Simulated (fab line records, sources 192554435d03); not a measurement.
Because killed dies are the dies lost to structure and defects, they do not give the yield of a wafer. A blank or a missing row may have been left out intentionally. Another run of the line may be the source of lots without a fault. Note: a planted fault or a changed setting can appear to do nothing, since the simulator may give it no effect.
Chamber matching / flow n5-finfet / N5_BEOL_M7_DEP_56 on pecvd-04 has 3 sister chambers
The step deposits SiCN from 3MS/NH3, target thk 10 nm, time 17.5 s. 6 wafers are shown with their chamber, then 7 later ones without.

## EACH WAFER AND ITS CHAMBER
wafer=L074.4; chamber=2; throttle-valve-pct (%)=8.8; showerhead-plenum-p-Torr (Torr)=3.674
wafer=L078.5; chamber=1; throttle-valve-pct (%)=10.5; showerhead-plenum-p-Torr (Torr)=3.655
wafer=L077.3; chamber=0; throttle-valve-pct (%)=9.0; showerhead-plenum-p-Torr (Torr)=3.669
wafer=L077.4; chamber=1; throttle-valve-pct (%)=10.5; showerhead-plenum-p-Torr (Torr)=3.665
wafer=L091.1; chamber=2; throttle-valve-pct (%)=7.9; showerhead-plenum-p-Torr (Torr)=3.659
wafer=L091.4; chamber=0; throttle-valve-pct (%)=8.8; showerhead-plenum-p-Torr (Torr)=3.658

## WAFERS WHOSE CHAMBER IS MISSING
wafer=L091.5; throttle-valve-pct (%)=10.5; showerhead-plenum-p-Torr (Torr)=3.658
wafer=L092.1; throttle-valve-pct (%)=10.4; showerhead-plenum-p-Torr (Torr)=3.663
wafer=L092.2; throttle-valve-pct (%)=8.4; showerhead-plenum-p-Torr (Torr)=3.657
wafer=L092.5; throttle-valve-pct (%)=9.1; showerhead-plenum-p-Torr (Torr)=3.662
wafer=L095.1; throttle-valve-pct (%)=9.1; showerhead-plenum-p-Torr (Torr)=3.656
wafer=L095.2; throttle-valve-pct (%)=10.5; showerhead-plenum-p-Torr (Torr)=3.672
wafer=L095.3; throttle-valve-pct (%)=8.2; showerhead-plenum-p-Torr (Torr)=3.665

## THE CHAMBER EACH PASSED THROUGH
wafer=L091.5; from the rows above=1; in truth=1
wafer=L092.1; from the rows above=1; in truth=1
wafer=L092.2; from the rows above=can't be placed: 2 or 0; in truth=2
wafer=L092.5; from the rows above=can't be placed: 0 or 2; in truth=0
wafer=L095.1; from the rows above=can't be placed: 0 or 2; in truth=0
wafer=L095.2; from the rows above=1; in truth=1
wafer=L095.3; from the rows above=can't be placed: 2 or 0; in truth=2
Correct placement for 3 of the 7. Not placeable from these rows: 4 (in 4, the candidates include the true chamber). Placed wrongly: 0.
How it was worked out, from the rows above alone: a wafer's distance from a chamber is the root of the sum, over the readings, of the square of ((its reading less the chamber's mean) divided by the reading's scatter). If the next closest chamber is less than 2 further off than the closest, the wafer can't be placed; otherwise it belongs to the closest. For every chamber, the mean is computed from those of its wafers that are shown. The scatter: the root of (the sum of the squares of (reading less its chamber's mean) over the shown wafers, divided by (wafers less chambers)).
